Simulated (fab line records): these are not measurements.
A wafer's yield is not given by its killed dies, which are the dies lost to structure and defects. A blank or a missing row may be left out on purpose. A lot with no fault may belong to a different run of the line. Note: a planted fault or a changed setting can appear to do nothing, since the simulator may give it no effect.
Comparing a struck lot with a sound one + flow nandHarc + 14 steps out of a route of 1302
Sound: these wafers, L408.2, L408.3, L408.4. Struck: wafer L426.2. (L426.4, L426.6 of the same lot were not struck and are left out.) The cause comes at the end.
For every step that has rows: the tool of each side, followed by ch and its chambers, followed by its first start. Under that, the readings that differ: sound wafers + struck wafers + difference of the means + sigmas: that difference in standard deviations of wafers without a fault.
alike: words and numbers the same on both sides, and readings whose means are apart by under 2 such deviations; not compared: readings that were withheld, readings missing a value for some wafer, numbers with overlapping values and no deviation given by the record, and bounds like >300 which may hide the same value.
The two part at a step that has a row with sigmas, a row that says differs or no value, or rows on one side only. Non-overlapping numbers with no deviation appear without sigmas and do not part them. A reading that every wafer of one side lacks parts them only if that side has two wafers or more.

first, 5 steps without rows for these wafers: NHARC_A_STAIRCASE_EBR_180; NHARC_A_STAIRCASE_EXPOSE_181 (exposes mask STAIR 2); NHARC_A_STAIRCASE_PEB_182 (peb time 130 s); NHARC_A_STAIRCASE_DEVELOP_183 (time 140 s); NHARC_A_STAIRCASE_HARDBAKE_185 (time 140 s).
NHARC_A_STAIRCASE_DESCUM_186: chemistry O2, time 3 s.
  sound on rieDiel-12 ch 0,1,3, day 16 00:18; struck on rieDiel-04 ch 0, day 23 14:34
| reading              | sound                | struck | difference | sigmas |
|----------------------|----------------------|--------|------------|--------|
| rfHoursCounterH (h)  | 25 28 28             | 1      | -26        |        |
| throttleValvePct (%) | 11.297 11.308 11.300 | 11.326 | +0.024     | +3     |
  alike: drypumpMotorCurrentA, oesProductAu, rfVppV, showerheadPlenumPTorr
NHARC_A_STAIRCASE_TRIM_187: chemistry O2, time 211.2 s.
  sound on rieDiel-12 ch 0,1,2, day 16 00:23; struck on rieDiel-04 ch 0, day 23 15:08
| reading             | sound    | struck | difference | sigmas |
|---------------------|----------|--------|------------|--------|
| rfHoursCounterH (h) | 19 28 28 | 2      | -23        |        |
  alike: drypumpMotorCurrentA, oesProductAu, rfVppV, showerheadPlenumPTorr, throttleValvePct
NHARC_A_STAIRCASE_ETCH_188: etches the open film in C4F8/O2, target depth 100 nm, time 40.5 s.
  sound on rieDiel-12 ch 0,1,3; struck on rieDiel-04 ch 3
| reading             | sound    | struck | difference | sigmas |
|---------------------|----------|--------|------------|--------|
| rfHoursCounterH (h) | 28 25 28 | 1      | -26        |        |
  alike: oesProductAu, rfVppV, runLengthS
NHARC_A_STAIRCASE_TRIM_189: chemistry O2, time 211.2 s.
  sound on rieDiel-12 ch 0,2,3; struck on rieDiel-04 ch 1
| reading             | sound    | struck | difference | sigmas |
|---------------------|----------|--------|------------|--------|
| rfHoursCounterH (h) | 28 19 25 | 1      | -23        |        |
  alike: drypumpMotorCurrentA, oesProductAu, rfVppV, showerheadPlenumPTorr, throttleValvePct
then, 1 step without rows for these wafers: NHARC_A_STAIRCASE_ETCH_190 (etches the open film in C4F8/O2, target depth 100 nm, time 40.5 s).
NHARC_A_STAIRCASE_TRIM_191: chemistry O2, time 211.2 s.
  sound on rieDiel-12 ch 0,1,2; struck on rieDiel-04 ch 1
| reading             | sound    | struck | difference | sigmas |
|---------------------|----------|--------|------------|--------|
| rfHoursCounterH (h) | 28 28 20 | 1      | -24        |        |
  alike: drypumpMotorCurrentA, oesProductAu, rfVppV, showerheadPlenumPTorr, throttleValvePct
NHARC_A_STAIRCASE_ETCH_192: etches the open film in C4F8/O2, target depth 100 nm, time 40.5 s.
  sound on rieDiel-12 ch 0,2,3, day 16 00:59; struck on rieDiel-04 ch 0, day 23 16:02
| reading             | sound          | struck | difference | sigmas |
|---------------------|----------------|--------|------------|--------|
| rfHoursCounterH (h) | 25 20 29       | 2      | -23        |        |
| runLengthS (s)      | 61.9 62.4 61.1 | 43.9   | -17.9      | -38    |
  alike: oesProductAu, rfVppV
then, 1 step without rows for these wafers: NHARC_A_STAIRCASE_TRIM_193 (chemistry O2, time 211.2 s).
-- break in the record here, with 9 days between the starts of the struck wafers on either side (left off in module A_STAIRCASE, picked up again in module END, where the first step shown is number 1302 on the route) --
NHARC_END_SORT_01:
  sound on prober-01 ch 0, day 24 10:50; struck on prober-01 ch 0, day 32 06:06
| reading       | sound    | struck                  | difference                   | sigmas |
|---------------|----------|-------------------------|------------------------------|--------|
| hold          | - - -    | awaitDispo/2.7h/release | no value on the sound wafers |        |
| killedAtArray | 44 67 44 | 675                     | +623                         | +33    |
| killedDies    | 46 71 49 | 677                     | +622                         | +33    |
  alike: killedAtOther, killedAtPeriphery, killedOpen, killedShort

## WHERE THEY PART
At NHARC_A_STAIRCASE_DESCUM_186 first; at NHARC_END_SORT_01 last (within this record only).

WHY: what the simulator had put in
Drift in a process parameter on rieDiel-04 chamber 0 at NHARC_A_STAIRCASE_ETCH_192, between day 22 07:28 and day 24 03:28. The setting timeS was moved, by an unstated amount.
